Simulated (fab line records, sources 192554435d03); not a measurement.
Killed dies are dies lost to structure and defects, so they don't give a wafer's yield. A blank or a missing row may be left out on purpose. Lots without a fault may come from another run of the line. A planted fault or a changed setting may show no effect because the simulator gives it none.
Split-lot experiment | flow n5_finfet | 7 lots, 21 wafers read, on a route of 1938 steps

THE SPLIT
At N5_SD_EPI_N_EXPOSE_06 (exposes mask SD N BLK, target cd 120 nm), the setting dose_mj was moved away from the recipe's 39.75 on 8 of the 21 wafers read, by -5.8% to +6.7%. The other wafers ran this setting at the recipe's value.

FROM THE SPLIT TO THE READING: what the file shows between them, 2 steps
- N5_SD_EPI_N_PEB_07: peb time 60 s
- N5_SD_EPI_N_DEVELOP_08: develop time 30 s

THE READING
cd_nm, in nm, at N5_SD_EPI_N_CD_MEAS_09 (target cd 120 nm). Fault-free wafers of this fab line usually give 120.3 nm, standard deviation 0.63 nm.

wafer  | tool, chamber at the split | dose_mj as run | against the recipe | cd_nm, nm | against lot-mates on the recipe
L074.2 | arfi_scanner-01, 0         | 39.75          | recipe             | 121.2     | -
L074.4 | arfi_scanner-01, 0         | 39.75          | recipe             | 120.5     | -
L074.6 | arfi_scanner-01, 0         | 37.43          | -5.8%              | 116.3     | -4.5
L075.2 | arfi_scanner-03, 0         | 39.75          | recipe             | 121.1     | -
L075.4 | arfi_scanner-03, 0         | 39.75          | recipe             | 120.5     | -
L075.6 | arfi_scanner-03, 0         | 41.35          | +4.0%              | 123.5     | +2.7
L082.3 | arfi_scanner-03, 0         | 42.43          | +6.7%              | 124.3     | +4.4
L082.4 | arfi_scanner-03, 0         | 39.75          | recipe             | 119.9     | -
L082.6 | arfi_scanner-03, 0         | 42.43          | +6.7%              | 123.6     | +3.7
L084.3 | arfi_scanner-01, 0         | 39.75          | recipe             | 120.2     | -
L084.4 | arfi_scanner-01, 0         | 41.39          | +4.1%              | 122.1     | +1.9
L084.6 | arfi_scanner-01, 0         | 41.39          | +4.1%              | 122.3     | +2.1
L086.1 | arfi_scanner-01, 0         | 39.75          | recipe             | 119.9     | -
L086.2 | arfi_scanner-01, 0         | 39.75          | recipe             | 120.1     | -
L086.6 | arfi_scanner-01, 0         | 39.75          | recipe             | 119.6     | -
L093.1 | arfi_scanner-01, 0         | 38.72          | -2.6%              | 118.7     | -1.8
L093.2 | arfi_scanner-01, 0         | 39.75          | recipe             | 120.5     | -
L093.4 | arfi_scanner-01, 0         | 38.72          | -2.6%              | 119.3     | -1.2
L095.1 | arfi_scanner-01, 0         | 39.75          | recipe             | 119.8     | -
L095.4 | arfi_scanner-01, 0         | 39.75          | recipe             | 120.6     | -
L095.6 | arfi_scanner-01, 0         | 39.75          | recipe             | 119.5     | -

THE FIT
A straight line over all 21 wafers: cd_nm changes by +0.577 nm for each +1% of dose_mj; r = +0.96; the points scatter about the line by 0.54 nm.
The same after taking each lot's own level away (the mean of its wafers on the recipe; 21 wafers): +0.624 nm for each +1%; r = +0.98; scatter 0.4 nm.
On that fit, the largest move of dose_mj shifts the reading by 4.2 nm.
The lots' own levels span 119.87 to 120.85 nm, that is 1.6 times the standard deviation above.
So the lot-to-lot level changes the slope little: the two slopes agree.
Check: with one of the wafers moved furthest among these (+6.7%) left out of the fit, the line predicts +4.02 nm for it against its lot-mates. It came out at +4.4 nm against them.

OTHER SPLITS ON THESE WAFERS
These wafers also went through other splits before the reading. Each is held against what the fit with the lots' levels taken away leaves over:
other split on the same wafers                    | wafers away from the commonest value | r with cd_nm (lot level and that fit taken away)
N5_PMOS_HMC_CHANNEL_EPI_PEB_07 peb_temp_c         | 6                                    | +0.16
N5_PMOS_HMC_CHANNEL_EPI_DEVELOP_08 develop_time_s | 4                                    | -0.31
N5_FIN_SAQP_PECVD_06 time_s                       | 9                                    | +0.03
N5_FIN_SAQP_DEVELOP_15 develop_time_s             | 8                                    | -0.10
N5_FIN_CUT_CUT_ETCH_15 time_s                     | 7                                    | -0.36

THE WHOLE CHAIN: every reading that the file lists as answering this split, in the file's order
step                   | what it does             | reading                                                         | change (the file's fit)               | r (the file's)
N5_SD_EPI_N_CD_MEAS_09 | target cd 120 nm         | cd_nm                                                           | +0.634 nm for each +1% of the setting | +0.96
N5_SD_EPI_N_DESCUM_14  | chemistry O2, time 7.9 s | SD_EPI_N.cd_nm (the simulator's own value, which no gauge read) | +0.656 nm for each +1% of the setting | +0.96

THE FILE'S OWN FIT
cd_nm changes by +0.634 nm for each +1% of dose_mj, r = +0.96.
